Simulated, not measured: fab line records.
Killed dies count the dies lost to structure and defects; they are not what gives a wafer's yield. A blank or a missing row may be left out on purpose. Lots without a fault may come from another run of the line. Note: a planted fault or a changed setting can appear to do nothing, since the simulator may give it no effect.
fab line records	flow n5-finfet	part 1 of 2: steps 1 to 14 of 20
record: lots: 5	wafers: 15	last-day: 16
route steps=1938 shown FIN_SAQP@124
lots untouched by any fault: they come from a run of this same line in which no faults occurred
start-h: hours from the record's first day to the start of the lot's first wafer shown	wait-h: how many hours have passed since the lot's step before this one	" identical to the entry in the row above	L1.1+2: one row covering several wafers at once	- value missing, or start not given	* or withheld: withheld	< > ~ a bound
route shown NAME@n: names a module that has steps shown in the file, with the first one's number in the route	usual: mean and standard deviation over wafers with no fault	same: alike in all rows	chamber/n: place in a boat	sites: each site's reading	_std_site: the standard deviation of these	_edge_site: outer sites' mean less inner sites'	radius-mm: how far each site lies from the wafer's centre	mask NAME#n: copy n	behind: the most recent tool/chamber to have shaped the wafer	hold: reason for holding the lot/hours on hold/outcome of the hold	device: transistor that didn't switch, given as n, p or np	end of line: tests run on the same wafers once the route is complete	step lacking rows: just its recipe	killed: at the first sort, the dies lost to defects and structure; wafer yield is something else	map: a wafer's dies, marking killed ones x, the rest . and places with no die _
set.NAME: the setting that was run; set.NAME@STEP: the one run at that earlier step	model.NAME: the simulator's own value behind a step, which no gauge read
certain route steps with their lots: each step a table, each wafer a row
services: when a tool's chamber went out of use (start-h, in hours from the record's first day, below 0 if earlier), for how many hours, and the reason
== steps ==
step: N5_FIN_SAQP_RECESS_75
recipe: chemistry: HF/NH3	target: SiO2	target-depth-a: 144	afs-cycles: 3	temp-c: 30	sublimation-temp-c: 180	sublimation-time-s: 60
usual: drypump-motor-current-A: 5.5/0.5	foreline-p-Torr: 0.1281/0.00053	temp-c: 29.99/0.1
lot.wafer	tool	chamber	start-h	wait-h	drypump-motor-current-A	foreline-p-Torr	temp-c
L076.2	vapor-etch-02	1	35.69	0.0	4.7	0.1280	30.02
L076.3	"	1	"	"	4.7	0.1282	29.91
L076.6	"	0	"	"	5.2	0.1279	30.03
L084.2	vapor-etch-01	0	82.94	0.0	5.6	0.1280	29.86
L084.3	"	1	"	"	6.1	0.1279	30.10
L084.4	"	0	"	"	5.6	0.1281	29.84
L087.1	vapor-etch-02	0	102.65	0.1	5.2	0.1284	29.88
L087.4	"	0	"	"	5.2	0.1291	29.94
L087.6	"	0	"	"	5.2	0.1286	30.04
L091.2	vapor-etch-01	1	125.04	0.0	6.1	0.1295	30.21
L091.4	"	0	"	"	5.6	0.1281	30.06
L091.5	"	1	"	"	6.1	0.1281	29.98
L092.3	vapor-etch-01	0	131.03	0.1	5.6	0.1282	29.89
L092.5	"	0	"	"	5.6	0.1278	29.96
L092.6	"	1	"	"	6.1	0.1276	30.14
step: N5_FIN_SAQP_SPACER1_ALD_24
recipe: material: SiO2	target-thk-a: 203	temp-c: 300	ald-precursor-family: BDEAS	ald-co-reactant: O2-plasma	pulse-time-s: 1	purge-time-s: 2	co-reactant-purge-time-s: 2	ald-cycles: 218	pressure-torr: 2
usual: chamber-pressure-Torr: 2.000/0.0041	heater-power-w: 466/50	precursor-pulse-height-rel: 1.001/0.021
lot.wafer	tool	chamber	start-h	wait-h	chamber-pressure-Torr	heater-power-w	precursor-pulse-height-rel
L076.2	ald-sin-01	2	36.07	0.3	2.004	447	1.016
L076.3	"	0	"	"	2.004	450	1.020
L076.6	"	3	"	"	1.993	534	1.002
L084.2	ald-sin-01	1	83.32	0.3	1.997	461	0.998
L084.3	"	2	"	"	2.003	459	0.985
L084.4	"	0	"	"	1.992	443	0.970
L087.1	ald-sin-02	3	103.04	0.3	2.008	504	0.992
L087.4	"	2	"	"	1.997	424	1.037
L087.6	"	1	"	"	1.997	502	1.028
L091.2	ald-sin-01	1	125.43	0.3	2.001	451	1.025
L091.4	"	2	"	"	1.996	466	0.990
L091.5	"	0	"	"	1.993	448	1.020
L092.3	ald-sin-04	1	131.30	0.1	1.998	473	0.996
L092.5	"	0	"	"	1.998	355	0.982
L092.6	"	3	"	"	2.003	399	1.007
step: N5_FIN_SAQP_SPACER1_ETCHBACK_25
recipe: chemistry: CHF3/O2	mode: anisotropic-etchback	target: SiO2	target-depth-a: 244	time-s: 12.2	pressure-mtorr: 30	source-w: 650	bias-w: 170	Ar_flow_sccm: 200	CHF3_flow_sccm: 50	O2_flow_sccm: 5	ion-energy-ev: 200
usual: drypump-motor-current-A: 5.7/0.55	oes_f_703_au: 0.78/0.076	oes-product-au: 0.79/0.08	rf-vpp-V: 530/7.8	showerhead-plenum-p-Torr: 2.45/0.068	throttle-valve-pct: 18.96/0.2
lot.wafer	tool	chamber	start-h	wait-h	drypump-motor-current-A	oes_f_703_au	oes-product-au	rf-hours-counter-h	rf-vpp-V	showerhead-plenum-p-Torr	throttle-valve-pct
L076.2	rie-diel-05	1	36.79	0.4	5.7	0.84	0.87	46	547	2.54	18.95
L076.3	"	2	"	"	5.1	0.72	0.74	171	540	2.52	19.19
L076.6	"	1	"	"	5.8	0.84	0.87	-	544	2.54	18.92
L084.2	rie-diel-06	2	84.05	0.4	6.6	0.71	0.72	197	531	2.49	19.03
L084.3	"	1	"	"	5.1	0.77	0.77	123	521	2.43	18.79
L084.4	"	0	"	"	4.9	0.90	0.91	16	532	2.35	18.78
L087.1	rie-diel-05	1	103.78	0.4	5.7	0.81	0.82	69	545	2.53	18.97
L087.4	"	0	"	"	6.6	0.69	0.70	215	524	2.40	18.89
L087.6	"	3	"	"	5.7	0.88	0.90	-	525	2.55	18.51
L091.2	rie-diel-01	3	126.14	0.4	5.2	0.73	0.74	187	534	2.50	19.37
L091.4	"	0	"	"	5.1	0.84	0.87	40	538	2.36	18.91
L091.5	"	2	"	"	6.1	0.78	0.76	-	522	2.50	18.99
L092.3	rie-diel-01	3	132.02	0.4	5.2	0.74	0.74	189	534	2.50	19.37
L092.5	"	0	"	"	5.2	0.83	0.86	-	537	2.36	18.91
L092.6	"	1	"	"	5.9	0.68	0.68	-	524	2.37	19.14
step: N5_FIN_SAQP_MANDREL1_REMOVE_56
recipe: chemistry: HBr/Cl2/O2	bt-time-s: 10	target: a-Si	stop-on: SiNx	endpoint: OES-SiCl	over-etch-frac: 1	icp-w: 600	bias-w: 22	HBr_flow_sccm: 150	Cl2_flow_sccm: 80	O2_flow_sccm: 5	pressure-mtorr: 10
usual: drypump-motor-current-A: 5.9/0.41	oes-product-au: 1.001/0.015	throttle-valve-pct: 36.71/0.23
lot.wafer	tool	chamber	start-h	wait-h	drypump-motor-current-A	oes-product-au	rf-hours-counter-h	throttle-valve-pct
L076.2	rie-si-02	1	36.88	0.1	5.6	0.990	72	36.94
L076.3	"	2	"	"	5.9	0.987	180	36.51
L076.6	"	0	"	"	6.3	1.025	-	36.46
L084.2	rie-si-03	3	84.13	0.1	5.4	0.972	11	36.62
L084.3	"	0	"	"	5.5	0.984	63	36.22
L084.4	"	1	"	"	5.5	1.005	76	36.49
L087.1	rie-si-02	2	103.87	0.1	5.9	0.980	181	36.49
L087.4	"	0	"	"	6.3	1.022	98	36.46
L087.6	"	2	"	"	5.9	0.980	-	36.49
L091.2	rie-si-02	0	126.23	0.1	6.3	1.020	98	36.46
L091.4	"	1	"	"	5.6	1.003	73	36.94
L091.5	"	3	"	"	6.4	0.996	-	36.76
L092.3	rie-si-05	0	132.11	0.1	6.0	1.006	3	37.04
L092.5	"	0	"	"	6.0	1.015	-	37.01
L092.6	"	1	"	"	6.7	0.993	-	36.62
step: N5_FIN_SAQP_CD_MEAS_27
recipe: target-cd-nm: 20	landing-energy-ev: 1000	detector: se-inlens	polarity: line
usual: cd-nm: 20.30/0.23
lot.wafer	tool	chamber	start-h	wait-h	cd-nm
L076.2	cd-sem-03	0	36.99	0.1	20.23
L076.3	"	0	"	"	20.05
L076.6	"	0	"	"	20.26
L084.2	cd-sem-03	0	84.25	0.1	20.58
L084.3	"	0	"	"	20.23
L084.4	"	0	"	"	20.33
L087.1	cd-sem-03	0	103.98	0.1	20.08
L087.4	"	0	"	"	20.20
L087.6	"	0	"	"	20.53
L091.2	cd-sem-01	0	126.35	0.1	20.36
L091.4	"	0	"	"	20.04
L091.5	"	0	"	"	20.46
L092.3	cd-sem-01	0	132.22	0.1	20.61
L092.5	"	0	"	"	20.74
L092.6	"	0	"	"	20.23
step: N5_FIN_SAQP_ETCH_57
recipe: chemistry: CH3F/O2	target: SiNx	mask-material: SiO2	target-depth-a: 325	time-s: 46.4	pressure-mtorr: 30	source-w: 395	bias-w: 73	Ar_flow_sccm: 150	CH3F_flow_sccm: 30	O2_flow_sccm: 20	ion-energy-ev: 120	ends: cleared
usual: drypump-motor-current-A: 5.6/0.56	etch-rf-on-time-s: 46.4/0.9	oes_f_703_au: 0.78/0.072	oes-product-au: 0.67/0.067	rf-vpp-V: 300/3.9	showerhead-plenum-p-Torr: 2.02/0.056	throttle-valve-pct: 16.41/0.2
lot.wafer	tool	chamber	start-h	wait-h	drypump-motor-current-A	etch-rf-on-time-s	oes_f_703_au	oes-product-au	rf-hours-counter-h	rf-vpp-V	showerhead-plenum-p-Torr	throttle-valve-pct
L076.2	rie-diel-01	1	37.03	0.0	6.0	47.0	0.70	0.59	218	298	1.97	16.55
L076.3	"	0	"	"	5.2	47.7	0.88	0.78	12	306	1.96	16.25
L076.6	"	1	"	"	5.9	48.5	0.69	0.58	-	298	1.97	16.55
L084.2	rie-diel-06	3	84.29	0.0	5.8	45.0	0.76	0.66	129	298	2.00	16.47
L084.3	"	0	"	"	4.9	45.3	0.88	0.78	16	302	1.95	16.21
L084.4	"	1	"	"	5.1	47.4	0.76	0.67	123	296	2.02	16.26
L087.1	rie-diel-05	0	104.03	0.0	6.6	45.1	0.70	0.60	215	298	1.99	16.35
L087.4	"	1	"	"	5.7	45.3	0.81	0.71	69	308	2.11	16.39
L087.6	"	0	"	"	6.6	45.2	0.70	0.60	-	299	1.99	16.35
L091.2	rie-diel-06	2	126.39	0.0	6.6	47.0	0.69	0.61	212	301	2.07	16.53
L091.4	"	1	"	"	5.1	47.5	0.76	0.65	136	296	2.01	16.25
L091.5	"	2	"	"	6.6	46.9	0.70	0.61	-	303	2.06	16.54
L092.3	rie-diel-06	3	132.61	0.4	5.8	46.6	0.75	0.63	147	297	1.99	16.51
L092.5	"	3	"	"	5.8	47.0	0.75	0.64	-	296	1.99	16.51
L092.6	"	0	"	"	4.9	47.3	0.86	0.75	-	303	1.95	16.22
step: N5_FIN_SAQP_ETCH_65
recipe: chemistry: CF4	target: SiO2	target-depth-a: 40	ion-energy-ev: 350	time-s: 4.4	pressure-mtorr: 10	icp-w: 800	bias-w: 400	cf4-flow-sccm: 80
usual: cf4-flow-sccm: 80.00/0.23	drypump-motor-current-A: 5.9/0.45	oes-product-au: 0.999/0.017	throttle-valve-pct: 21.87/0.18
lot.wafer	tool	chamber	start-h	wait-h	cf4-flow-sccm	drypump-motor-current-A	oes-product-au	rf-hours-counter-h	throttle-valve-pct
L076.2	rie-si-03	3	37.14	0.1	80.40	5.4	0.956	10	21.60
L076.3	"	1	"	"	79.82	5.5	0.979	75	21.45
L076.6	"	3	"	"	79.88	5.4	0.971	-	21.60
L084.2	rie-si-05	0	84.40	0.1	80.01	6.0	1.007	2	21.97
L084.3	"	2	"	"	80.14	5.1	1.003	51	21.80
L084.4	"	1	"	"	79.86	6.7	1.000	98	21.97
L087.1	rie-si-05	3	104.14	0.1	79.77	5.9	0.988	116	22.11
L087.4	"	0	"	"	79.86	6.0	1.011	2	21.99
L087.6	"	0	"	"	80.18	6.0	1.011	-	21.96
L091.2	rie-si-05	2	126.50	0.1	79.75	5.2	1.012	52	21.81
L091.4	"	0	"	"	80.24	6.0	1.025	3	21.99
L091.5	"	3	"	"	80.21	5.9	0.996	-	22.12
L092.3	rie-si-02	3	132.73	0.1	79.99	6.3	1.008	160	21.95
L092.5	"	2	"	"	80.10	5.9	0.970	-	21.64
L092.6	"	3	"	"	80.06	6.3	0.994	-	21.97
step: N5_FIN_SAQP_MANDREL_ETCH_58
recipe: chemistry: HBr/Cl2	target: a-Si	target-depth-a: 450	bt-time-s: 10	stop-on: SiNx	mask-material: SiO2	over-etch-frac: 0.8	time-s: 27	pressure-mtorr: 10	icp-w: 800	bias-w: 75	HBr_flow_sccm: 150	Cl2_flow_sccm: 80	ends: end-point
usual: drypump-motor-current-A: 5.9/0.45	oes-product-au: 0.698/0.011	throttle-valve-pct: 35.64/0.22
lot.wafer	tool	chamber	start-h	wait-h	drypump-motor-current-A	oes-product-au	rf-hours-counter-h	throttle-valve-pct
L076.2	rie-si-03	3	37.17	0.0	5.4	0.680	10	35.45
L076.3	"	1	"	"	5.5	0.690	75	35.39
L076.6	"	3	"	"	5.4	0.692	-	35.45
L084.2	rie-si-05	0	84.43	0.0	6.0	0.713	2	35.87
L084.3	"	2	"	"	5.2	0.717	51	35.74
L084.4	"	1	"	"	6.7	0.702	98	35.50
L087.1	rie-si-05	3	104.17	0.0	5.9	0.693	116	35.88
L087.4	"	0	"	"	6.0	0.716	2	35.86
L087.6	"	0	"	"	6.1	0.710	-	35.88
L091.2	rie-si-05	2	126.53	0.0	5.2	0.703	52	35.76
L091.4	"	0	"	"	6.0	0.711	3	35.86
L091.5	"	3	"	"	5.9	0.712	-	35.84
L092.3	rie-si-02	3	132.76	0.0	6.2	0.699	160	35.64
L092.5	"	2	"	"	5.9	0.690	-	35.36
L092.6	"	3	"	"	6.4	0.698	-	35.64
step: N5_FIN_SAQP_RECESS_63
recipe: chemistry: HF/NH3	target: SiO2	target-depth-a: 180	afs-cycles: 3	temp-c: 30	sublimation-temp-c: 180	sublimation-time-s: 60
usual: drypump-motor-current-A: 5.5/0.49	foreline-p-Torr: 0.1279/0.00055	temp-c: 30.01/0.098
lot.wafer	tool	chamber	start-h	wait-h	drypump-motor-current-A	foreline-p-Torr	temp-c
L076.2	vapor-etch-02	1	37.25	0.1	4.7	0.1283	29.99
L076.3	"	0	"	"	5.2	0.1274	29.86
L076.6	"	0	"	"	5.2	0.1277	30.08
L084.2	vapor-etch-01	1	84.53	0.1	6.1	0.1288	30.03
L084.3	"	0	"	"	5.6	0.1277	29.95
L084.4	"	1	"	"	6.1	0.1277	29.99
L087.1	vapor-etch-02	1	104.25	0.1	4.7	0.1280	30.11
L087.4	"	1	"	"	4.7	0.1277	29.99
L087.6	"	0	"	"	5.2	0.1287	30.07
L091.2	vapor-etch-01	1	126.61	0.1	6.1	0.1286	29.93
L091.4	"	0	"	"	5.6	0.1281	30.00
L091.5	"	1	"	"	6.1	0.1265	30.12
L092.3	vapor-etch-01	0	132.97	0.2	5.6	0.1278	29.95
L092.5	"	1	"	"	6.1	0.1283	30.06
L092.6	"	0	"	"	5.6	0.1281	29.98
step: N5_FIN_SAQP_COAT_68
recipe: resist: SOC	temp-c: 250	time-s: 60	spin-rpm: 1500	resist-thk-nm: 100
usual: spin-speed-rpm: 1499.9/0.91
lot.wafer	tool	chamber	start-h	wait-h	spin-speed-rpm
L076.2	litho-track-03	0	37.64	0.3	1500.4
L076.3	"	0	"	"	1498.2
L076.6	"	0	"	"	1499.5
L084.2	litho-track-02	0	84.93	0.3	1501.6
L084.3	"	0	"	"	1500.3
L084.4	"	0	"	"	1501.1
L087.1	litho-track-02	0	104.63	0.3	1500.9
L087.4	"	0	"	"	1499.9
L087.6	"	0	"	"	1499.5
L091.2	litho-track-03	0	127.00	0.3	1500.5
L091.4	"	0	"	"	1498.4
L091.5	"	0	"	"	1498.9
L092.3	litho-track-03	0	133.24	0.2	1501.2
L092.5	"	0	"	"	1499.3
L092.6	"	0	"	"	1500.0
step: N5_FIN_SAQP_ETCH_69
recipe: chemistry: N2/H2	target: SOC	target-depth-a: 1500	stop-on: SiNx	ion-energy-ev: 100	bias-w: 61	pressure-mtorr: 30	source-w: 850	n2-flow-sccm: 200	h2-flow-sccm: 200
usual: drypump-motor-current-A: 5.7/0.55	oes-product-au: 0.78/0.077	rf-vpp-V: 241.3/1.2	showerhead-plenum-p-Torr: 2.58/0.077	throttle-valve-pct: 17.82/0.23
lot.wafer	tool	chamber	start-h	wait-h	drypump-motor-current-A	oes-product-au	rf-hours-counter-h	rf-vpp-V	showerhead-plenum-p-Torr	throttle-valve-pct
L076.2	rie-diel-06	3	37.70	-	5.8	0.77	115	240.3	2.56	17.94
L076.3	"	3	"	"	5.8	0.77	-	240.7	2.56	17.95
L076.6	"	2	"	"	6.6	0.73	-	240.9	2.63	17.76
L084.2	rie-diel-05	3	85.00	-	5.7	0.90	15	243.2	2.70	17.41
L084.3	"	1	"	"	5.7	0.83	62	242.9	2.69	17.90
L084.4	"	1	"	"	5.8	0.82	-	241.9	2.69	17.89
L087.1	rie-diel-06	0	104.72	-	4.9	0.88	23	240.3	2.49	17.71
L087.4	"	3	"	"	5.8	0.74	136	240.1	2.55	17.97
L087.6	"	0	"	"	4.9	0.89	-	240.4	2.50	17.72
L091.2	rie-diel-05	1	127.06	-	5.7	0.81	78	243.4	2.68	17.93
L091.4	"	0	"	"	6.6	0.68	220	241.2	2.51	17.86
L091.5	"	2	"	"	5.2	0.70	-	241.6	2.64	18.07
L092.3	rie-diel-06	2	133.30	-	6.6	0.70	215	241.3	2.61	17.81
L092.5	"	0	"	"	4.9	0.85	-	240.5	2.49	17.75
L092.6	"	1	"	"	5.2	0.76	-	240.8	2.54	17.52
step: N5_FIN_SAQP_ETCH_67
recipe: chemistry: CH3F/O2	target: SiNx	target-depth-a: 300	mask-material: SOC	pressure-mtorr: 30	source-w: 395	bias-w: 73	Ar_flow_sccm: 150	CH3F_flow_sccm: 30	O2_flow_sccm: 20	ion-energy-ev: 120
usual: drypump-motor-current-A: 5.6/0.55	oes_f_703_au: 0.78/0.072	oes-product-au: 0.79/0.079	rf-vpp-V: 301/4.3	showerhead-plenum-p-Torr: 2.04/0.06	throttle-valve-pct: 16.42/0.22
lot.wafer	tool	chamber	start-h	wait-h	drypump-motor-current-A	oes_f_703_au	oes-product-au	rf-hours-counter-h	rf-vpp-V	showerhead-plenum-p-Torr	throttle-valve-pct
L076.2	rie-diel-06	3	37.79	0.1	5.8	0.78	0.78	115	297	2.00	16.47
L076.3	"	3	"	"	5.8	0.78	0.77	-	298	2.00	16.46
L076.6	"	2	"	"	6.6	0.72	0.74	-	302	2.08	16.50
L084.2	rie-diel-05	3	85.06	0.0	5.7	0.90	0.92	15	296	2.12	15.95
L084.3	"	1	"	"	5.8	0.82	0.84	63	309	2.11	16.41
L084.4	"	1	"	"	5.7	0.81	0.83	-	309	2.11	16.40
L087.1	rie-diel-06	0	104.78	0.0	4.9	0.88	0.89	23	301	1.95	16.22
L087.4	"	3	"	"	5.7	0.77	0.75	136	298	2.00	16.50
L087.6	"	0	"	"	4.9	0.88	0.89	-	303	1.95	16.24
L091.2	rie-diel-05	1	127.12	0.0	5.7	0.80	0.82	78	309	2.10	16.42
L091.4	"	0	"	"	6.6	0.69	0.70	220	298	1.99	16.37
L091.5	"	2	"	"	5.1	0.70	0.71	-	306	2.08	16.71
L092.3	rie-diel-06	2	133.36	0.0	6.6	0.69	0.71	215	303	2.06	16.56
L092.5	"	0	"	"	4.9	0.86	0.87	-	301	1.95	16.24
L092.6	"	1	"	"	5.2	0.76	0.76	-	296	2.01	16.28
step: N5_FIN_SAQP_STRIP_70
recipe: chemistry: N2/H2	power-w: 500	temp-c: 40	pressure-mtorr: 50	rf-frequency-hz: 6e+07	overash-fraction: 0.3	bias-power-w: 28	h2-frac: 0.5	n2-flow-sccm: 300	h2-flow-sccm: 300
usual: drypump-motor-current-A: 5.7/0.55	oes-product-au: 0.79/0.082	rf-vpp-V: 122.1/0.86	showerhead-plenum-p-Torr: 3.41/0.098	temp-c: 39.99/0.12	throttle-valve-pct: 18.8/0.31
lot.wafer	tool	chamber	start-h	wait-h	drypump-motor-current-A	oes-product-au	rf-hours-counter-h	rf-vpp-V	showerhead-plenum-p-Torr	temp-c	throttle-valve-pct
L076.2	rie-diel-06	3	37.85	0.0	5.8	0.78	115	121.2	3.38	40.24	19.0
L076.3	"	3	"	"	5.8	0.79	-	122.3	3.38	40.06	19.0
L076.6	"	2	"	"	6.6	0.74	-	123.1	3.47	40.22	18.6
L084.2	rie-diel-05	3	85.10	0.0	5.7	0.92	15	122.0	3.56	40.07	18.5
L084.3	"	1	"	"	5.8	0.82	63	122.4	3.54	39.99	19.0
L084.4	"	1	"	"	5.7	0.82	-	123.2	3.54	39.90	19.0
L087.1	rie-diel-06	0	104.82	0.0	4.9	0.90	23	120.7	3.30	40.01	18.7
L087.4	"	3	"	"	5.8	0.75	136	121.8	3.37	40.07	19.0
L087.6	"	0	"	"	4.9	0.90	-	121.5	3.30	40.08	18.7
L091.2	rie-diel-05	1	127.16	0.0	5.8	0.80	78	122.7	3.53	40.09	19.1
L091.4	"	0	"	"	6.6	0.69	220	122.8	3.32	39.93	19.3
L091.5	"	2	"	"	5.2	0.71	-	124.0	3.48	39.73	19.0
L092.3	rie-diel-06	2	133.40	0.0	6.6	0.71	215	122.4	3.45	40.08	18.6
L092.5	"	0	"	"	4.9	0.88	-	120.4	3.29	40.25	18.7
L092.6	"	1	"	"	5.2	0.76	-	122.9	3.35	40.10	18.4
step: N5_FIN_SAQP_RECESS_71
recipe: chemistry: HF/NH3	target: SiO2	target-depth-a: 30	afs-cycles: 1	temp-c: 30	sublimation-temp-c: 180	sublimation-time-s: 60
usual: drypump-motor-current-A: 5.4/0.5	foreline-p-Torr: 0.1279/0.00051	temp-c: 30.01/0.11
lot.wafer	tool	chamber	start-h	wait-h	drypump-motor-current-A	foreline-p-Torr	temp-c
L076.2	vapor-etch-01	1	37.93	0.1	6.1	0.1287	29.99
L076.3	"	1	"	"	6.1	0.1297	30.00
L076.6	"	0	"	"	5.6	0.1284	29.91
L084.2	vapor-etch-01	1	85.16	0.0	6.1	0.1273	30.18
L084.3	"	0	"	"	5.6	0.1276	30.07
L084.4	"	1	"	"	6.1	0.1273	30.06
L087.1	vapor-etch-01	1	104.88	0.0	6.1	0.1274	29.98
L087.4	"	0	"	"	5.6	0.1279	30.08
L087.6	"	0	"	"	5.6	0.1279	30.03
L091.2	vapor-etch-02	0	127.22	0.0	5.2	0.1283	29.85
L091.4	"	0	"	"	5.2	0.1279	29.80
L091.5	"	1	"	"	4.7	0.1280	29.96
L092.3	vapor-etch-02	0	133.50	0.1	5.2	0.1279	29.76
L092.5	"	1	"	"	4.7	0.1278	30.03
L092.6	"	0	"	"	5.2	0.1273	29.98
